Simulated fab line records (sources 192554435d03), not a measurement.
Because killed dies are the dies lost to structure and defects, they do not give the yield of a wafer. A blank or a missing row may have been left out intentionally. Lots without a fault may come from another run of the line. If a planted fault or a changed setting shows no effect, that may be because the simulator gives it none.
Matching of chambers | flow n5-finfet | N5_FIN_SAQP_SPACER1_ETCHBACK_25 on rie-diel-05: 4 sister chambers
The step etches SiO2 in CHF3/O2, target depth 24.4 nm, time 12.2 s. 18 wafers are shown with their chamber, then 9 later ones without.

WAFERS PAIRED WITH THEIR CHAMBERS
wafer  | chamber | showerhead-plenum-p-Torr (Torr) | drypump-motor-current-A (A) | rf-vpp-V (V)
L079.3 | 3       | 2.48                            | 5.6                         | 528
L079.4 | 0       | 2.33                            | 6.4                         | 517
L079.6 | 1       | 2.51                            | 5.1                         | 544
L080.3 | 2       | 2.27                            | 5.2                         | 511
L080.4 | 0       | 2.33                            | 6.4                         | 518
L080.5 | 0       | 2.33                            | 6.4                         | 520
L081.2 | 3       | 2.48                            | 5.5                         | 527
L081.4 | 1       | 2.50                            | 5.2                         | 545
L081.5 | 2       | 2.27                            | 5.2                         | 512
L086.3 | 3       | 2.47                            | 5.5                         | 529
L086.4 | 1       | 2.50                            | 5.2                         | 544
L086.6 | 3       | 2.47                            | 5.5                         | 528
L087.1 | 0       | 2.33                            | 6.4                         | 517
L087.2 | 3       | 2.47                            | 5.5                         | 528
L087.3 | 1       | 2.50                            | 5.1                         | 544
L091.2 | 3       | 2.47                            | 5.5                         | 527
L091.4 | 1       | 2.49                            | 5.2                         | 542
L091.6 | 0       | 2.32                            | 6.4                         | 519

SIGNATURES (averages over the wafers above)
reading                  | chamber 0 | chamber 1 | chamber 2 | chamber 3 | scatter within a chamber
showerhead-plenum-p-Torr | 2.3280    | 2.5000    | 2.2700    | 2.4733    | 0.00543
drypump-motor-current-A  | 6.400     | 5.160     | 5.200     | 5.517     | 0.0381
rf-vpp-V                 | 518.20    | 543.80    | 511.50    | 527.83    | 1.03
Rule: distance of a wafer from a chamber = root of the sum over the readings of ((wafer's reading minus chamber's mean) / reading's scatter) squared. If the next closest chamber is less than 2 further off than the closest, the wafer can't be placed; otherwise it belongs to the closest. The scatter is the square root of a quotient: the sum, over the shown wafers, of each reading's squared deviation from its chamber's mean, divided by wafers minus chambers.

WAFERS MISSING THEIR CHAMBER
wafer  | showerhead-plenum-p-Torr (Torr) | drypump-motor-current-A (A) | rf-vpp-V (V)
L092.4 | 2.32                            | 6.5                         | 516
L092.5 | 2.46                            | 5.6                         | 528
L092.6 | 2.55                            | 5.2                         | 521
L094.2 | 2.55                            | 5.2                         | 520
L094.3 | 2.46                            | 5.5                         | 527
L094.6 | 2.32                            | 6.4                         | 519
L096.1 | 2.49                            | 5.1                         | 544
L096.3 | 2.32                            | 6.5                         | 517
L096.5 | 2.32                            | 6.4                         | 518

THE CHAMBER EACH PASSED THROUGH
wafer  | from the rows above | in truth
L092.4 | 0                   | 0
L092.5 | 3                   | 3
L092.6 | 3                   | 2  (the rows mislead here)
L094.2 | 3                   | 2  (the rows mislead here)
L094.3 | 3                   | 3
L094.6 | 0                   | 0
L096.1 | 1                   | 1
L096.3 | 0                   | 0
L096.5 | 0                   | 0
7 of 9 placed correctly. From these rows, 0 cannot be placed. Number placed wrongly: 2.
